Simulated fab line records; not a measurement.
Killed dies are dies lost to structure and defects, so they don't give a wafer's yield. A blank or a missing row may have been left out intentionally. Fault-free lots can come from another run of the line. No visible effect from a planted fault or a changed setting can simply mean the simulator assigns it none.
Struck lot and sound lot, side by side | flow n5 finfet | 19 out of 1938 route steps
Sound: the wafers L437.1, L437.2, L437.4. Struck: wafers L445.2, L445.4. (L445.6 of the same lot was not struck and is left out.) The cause comes at the end.
Each step with rows lists, per side, the tool, then ch with its chambers, then its first start. Under that, the readings that differ: sound wafers | struck wafers | difference of the means | sigmas: that difference in standard deviations of wafers without a fault.
alike: readings with means less than 2 such deviations apart, plus words and numbers identical on both sides. not compared: withheld readings, readings lacking a value on some wafer, bounds such as >300 that could conceal the same value, and numbers that have no deviation in the record and whose values overlap.
The two part at a step that has a row with sigmas, a row that says differs or no value, or rows on one side only. When numbers do not overlap yet have no deviation, they are printed without sigmas and do not part them. A reading missing from all wafers of one side parts the sides only when that side holds two or more wafers.

first, 6 steps without rows for these wafers: N5_BEOL_M0_SAQP_COAT_34 (resist thk 30 nm); N5_BEOL_M0_SAQP_EBR_36; N5_BEOL_M0_SAQP_SOFTBAKE_35 (time 60 s); N5_BEOL_M0_SAQP_EXPOSE_37 (exposes mask M0 CUT1, target cd 30 nm); N5_BEOL_M0_SAQP_PEB_38 (peb time 60 s); N5_BEOL_M0_SAQP_DEVELOP_39 (develop time 30 s).
N5_BEOL_M0_SAQP_CD_MEAS_40 targets a cd of 30 nm.
  sound on cd sem-03 ch 0, day 6 14:20; struck on cd sem-03 ch 0, day 8 03:56
  alike: cd nm
N5_BEOL_M0_SAQP_OVL_MEAS_41:
  sound on overlay-02 ch 0, day 6 14:22; struck on overlay-01 ch 0, day 8 03:58
  alike: M0_CUT1_OVL
N5_BEOL_M0_SAQP_INSPECT_42: inspects for defects (brightfield).
  sound: defect inspect-02 at day 6 14:25; struck: defect inspect-02 at day 8 04:02
  alike: raw defect count
N5_BEOL_M0_SAQP_DESCUM_45: chemistry O2, time 7 s.
  sound on rie diel-02 ch 0,1,2, day 6 15:05; struck on rie diel-04 ch 1,2, day 8 04:43
  reading                | sound          | struck    | difference | sigmas
  rf hours counter h (h) | 205 184 248    | 145 85    | -97        |
  throttle valve pct (%) | 21.1 20.6 20.7 | 20.1 20.0 | -0.8       | -2
  alike: drypump motor current A, o2 flow sccm, oes product au, rf vpp V, showerhead plenum p Torr
N5_BEOL_M0_SAQP_ETCH_88: etches underlayer in N2/H2, target depth 6.5 nm, time 5.2 s.
  sound on rie diel-02 ch 0,1,2, day 6 15:07; struck on rie diel-04 ch 1,2, day 8 04:44
  reading                | sound          | struck    | difference | sigmas
  rf hours counter h (h) | 205 184 248    | 145 85    | -97        |
  throttle valve pct (%) | 18.5 18.1 18.1 | 17.6 17.6 | -0.6       | -2
  alike: drypump motor current A, etch rf on time s, oes product au, rf vpp V, showerhead plenum p Torr
N5_BEOL_M0_SAQP_ETCH_73: etches SiARC in CF4, target depth 19.5 nm, time 32.5 s.
  sound on rie diel-02 ch 0,1,2, day 6 15:08; struck on rie diel-04 ch 1,2, day 8 04:46
  reading                | sound          | struck    | difference | sigmas
  rf hours counter h (h) | 205 184 248    | 145 85    | -97        |
  throttle valve pct (%) | 16.2 15.8 16.0 | 15.2 15.2 | -0.8       | -3
  alike: drypump motor current A, etch rf on time s, oes product au, rf vpp V, showerhead plenum p Torr
N5_BEOL_M0_SAQP_CUT_ETCH_46: etches SOC in N2/H2, target depth 135 nm, overetch 27 nm, time 202.5 s.
  sound on rie diel-02 ch 0,1,2, day 6 15:10; struck on rie diel-04 ch 1,2, day 8 04:47
  reading                                         | sound          | struck    | difference | sigmas
  rf hours counter h (h)                          | 205 184 248    | 145 85    | -97        |
  throttle valve pct (%)                          | 18.4 18.1 18.1 | 17.5 17.5 | -0.7       | -2
  model.SiARC_of_BEOL_M0_SAQP_COAT_72.thk nm (nm) | 5.8 5 5        | 7.2 6.8   | +1.7       |
  model.BEOL_M0_SAQP.cd nm (nm)                   | 30.2 29.8 29.8 | 29.2 28.4 | -1.1       |
  alike: drypump motor current A, rf vpp V, showerhead plenum p Torr
then, 2 steps without rows for these wafers: N5_BEOL_M0_SAQP_STRIP_74 (strips in N2/H2); N5_BEOL_M0_SAQP_STRIP_89 (strips in N2/H2).
N5_BEOL_M0_SAQP_ALD_48: deposits SiO2, target thk 20 nm, pulse time 1 s, co reactant pulse time 1 s.
  sound on ald sin-02 ch 0,2,3, day 6 15:22; struck on ald sin-02 ch 0,3, day 8 05:38
  reading               | sound       | struck  | difference | sigmas
  since wet clean h (h) | 232 232 232 | 270 270 | +38        |
  alike: heater power w, precursor pulse height rel
N5_BEOL_M0_SAQP_ETCH_49: etches SiO2 in CF4/O2, target depth 37 nm.
  sound on rie diel-04 ch 0,1,3, day 6 16:01; struck on rie diel-03 ch 1,3, day 8 06:10
  reading                       | sound        | struck    | difference | sigmas
  model.BEOL_M0_SAQP.cd nm (nm) | 30.2 30 29.8 | 29.2 28.4 | -1.2       |
  alike: drypump motor current A, oes_ar_750_au, oes product au, rf vpp V, showerhead plenum p Torr, throttle valve pct
  not compared: rf hours counter h
N5_BEOL_M0_SAQP_STRIP_75: strips in CF4.
  sound on rie diel-04 ch 0,1,3, day 6 16:07; struck on rie diel-03 ch 1,3, day 8 06:16
  reading      | sound             | struck      | difference | sigmas
  rf vpp V (V) | 270.0 268.4 270.4 | 273.6 272.3 | +3.4       | +2
  alike: drypump motor current A, oes product au, showerhead plenum p Torr, throttle valve pct
  not compared: rf hours counter h
-- record jumps: 2 days separate the struck wafers' starts on either side; left off in module BEOL_M0_SAQP, taken up again in module BEOL_M4, whose first shown step is the route's number 1111 --
N5_BEOL_M4_RC_MEAS_101:
  sound on prober-01 ch 0, day 8 18:14; struck on prober-01 ch 0, day 10 14:01
  alike: DIBL_N, DIBL_P, IOFF_N, IOFF_P, ION_N, ION_P, SS_N, SS_P, VT_N, VT_P

== WHERE THEY PART ==
Earliest at N5_BEOL_M0_SAQP_DESCUM_45; latest, in this record, at N5_BEOL_M0_SAQP_STRIP_75. Later steps at which nothing parts them and some readings are alike: N5_BEOL_M4_RC_MEAS_101.

WHY: what the simulator had put in
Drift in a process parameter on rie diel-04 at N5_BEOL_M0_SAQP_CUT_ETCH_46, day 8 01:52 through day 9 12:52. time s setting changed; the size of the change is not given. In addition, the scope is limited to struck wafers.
